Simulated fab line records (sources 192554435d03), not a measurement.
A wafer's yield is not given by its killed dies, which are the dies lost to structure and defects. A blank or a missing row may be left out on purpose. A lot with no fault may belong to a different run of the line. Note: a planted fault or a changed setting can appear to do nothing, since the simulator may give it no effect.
A struck lot beside a sound one || flow n5 finfet || 23 out of 1938 route steps
Sound: these wafers, L728.2, L728.3, L728.6. Struck: wafers L715.2, L715.4, L715.5. Last of all comes the cause.
Per side, at each step with rows, come the tool, then ch with its chambers, and then its first start. Under that, the readings that differ: sound wafers || struck wafers || difference of the means || sigmas: that difference in standard deviations of wafers without a fault.
alike: words and numbers the same on both sides, and readings whose means are apart by under 2 such deviations; not compared: readings that were withheld, readings missing a value for some wafer, numbers with overlapping values and no deviation given by the record, and bounds like >300 which may hide the same value.
A row with sigmas, a row that says differs or no value, or rows on one side alone: a step with any of these is where the two part. When numbers do not overlap yet have no deviation, they are printed without sigmas and do not part them. A reading missing from all wafers of one side parts the sides only when that side holds two or more wafers.

first, 11 steps without rows for these wafers: N5_GATE_CUT_ETCH_58 (etches SiNx in CH3F/O2, target depth 17 nm, time 128.6 s); N5_GATE_CUT_STRIP_59 (strips in N2/H2, time 20 s); N5_GATE_CUT_PRECLEAN_31 (cleans in DIW, time 300 s); N5_GATE_CUT_SRD_32 (time 30 s); N5_GATE_CUT_SAC_CAP_01 (material SiNx, target thk 24 nm, pulse time 1 s, ald cycles 480); N5_GATE_CUT_PECVD_57 (deposits SiNx from SiH4/NH3/N2, target thk 21 nm); N5_GATE_CUT_CMP_02 (polishes, stops on SiO2, t overpolish 12.7 s, target thk 0 nm); N5_GATE_CUT_HM_DEP_46 (deposits SiO2 from TEOS/O2, target thk 130 nm, time 26.6 s); N5_GATE_CUT_COAT_34 (time 60 s, resist thk 60 nm); N5_GATE_CUT_COAT_35 (time 60 s, resist thk 10 nm); N5_GATE_CUT_COAT_27 (time 60 s, resist thk 10 nm).
N5_GATE_CUT_COAT_07: resist thk 30 nm.
  sound on litho track-03 ch 0, day 11 12:49; struck on litho track-03 ch 0, day 6 06:46
{"reading": "spin speed rpm (rpm)", "sound": "1500.3 1501.1 1499.4", "struck": "1603.9 1606.5 1606.5", "difference": "+105.4", "sigmas": "+99 or more"}
{"reading": "model.CAR-EUV_of_GATE_CUT_COAT_07.thk nm (nm)", "sound": "29.8 30 29.8", "struck": "29 29.2 29.2", "difference": -1, "sigmas": ""}
then, 7 steps without rows for these wafers: N5_GATE_CUT_EBR_09; N5_GATE_CUT_SOFTBAKE_08 (time 60 s); N5_GATE_CUT_EXPOSE_10 (exposes mask GATE CUT, target cd 20 nm); N5_GATE_CUT_PEB_11 (peb time 60 s); N5_GATE_CUT_DEVELOP_12 (develop time 30 s); N5_GATE_CUT_DESCUM_18 (chemistry O2, time 7 s); N5_GATE_CUT_ETCH_28 (etches underlayer in N2/H2, target depth 13 nm, time 10.4 s).
N5_GATE_CUT_ETCH_36: etches SiARC in CF4, target depth 13 nm, time 21.7 s.
  sound on rie diel-02 ch 0,1,2, day 11 13:23; struck on rie diel-02 ch 2,3, day 6 07:12
{"reading": "model.CAR-EUV_of_GATE_CUT_COAT_07.thk nm (nm)", "sound": "6.8 6.8 6.8", "struck": "6 6 6", "difference": -1, "sigmas": ""}
  alike: drypump motor current A, etch rf on time s, oes product au, rf fwd power W, rf vpp V, showerhead plenum p Torr, throttle valve pct
  not compared: rf hours counter h
then, 1 step without rows for these wafers: N5_GATE_CUT_ETCH_37 (etches SOC in N2/H2, target depth 60 nm, overetch 12 nm, time 90 s).
-- the record jumps here: 5 days lie between the struck wafers' starts before and after (it left off in module GATE_CUT and takes up again in module BEOL_M4, whose first step shown is number 1111 of the route) --
N5_BEOL_M4_RC_MEAS_101:
  sound on prober-01 ch 0, day 16 04:41; struck on prober-02 ch 0, day 11 14:59
  alike: DIBL_N, DIBL_P, IOFF_N, IOFF_P, ION_N, ION_P, SS_N, SS_P, VT_N, VT_P
-- here the record skips 4 days between the struck wafers' starts before and after, leaving off in module BEOL_M4 and picking up in module PASSIVATION (first step shown: number 1936 of the route) --
N5_PASSIVATION_PROBE_49:
  only the struck wafers here have rows in the record (prober-01, day 15 17:28); the sound ones have none

## WHERE THEY PART
Last at N5_PASSIVATION_PROBE_49 as far as this record goes, first at N5_GATE_CUT_COAT_07.

WHY: what the simulator had put in
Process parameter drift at N5_GATE_CUT_COAT_07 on litho track-03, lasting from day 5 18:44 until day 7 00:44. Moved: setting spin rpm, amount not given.
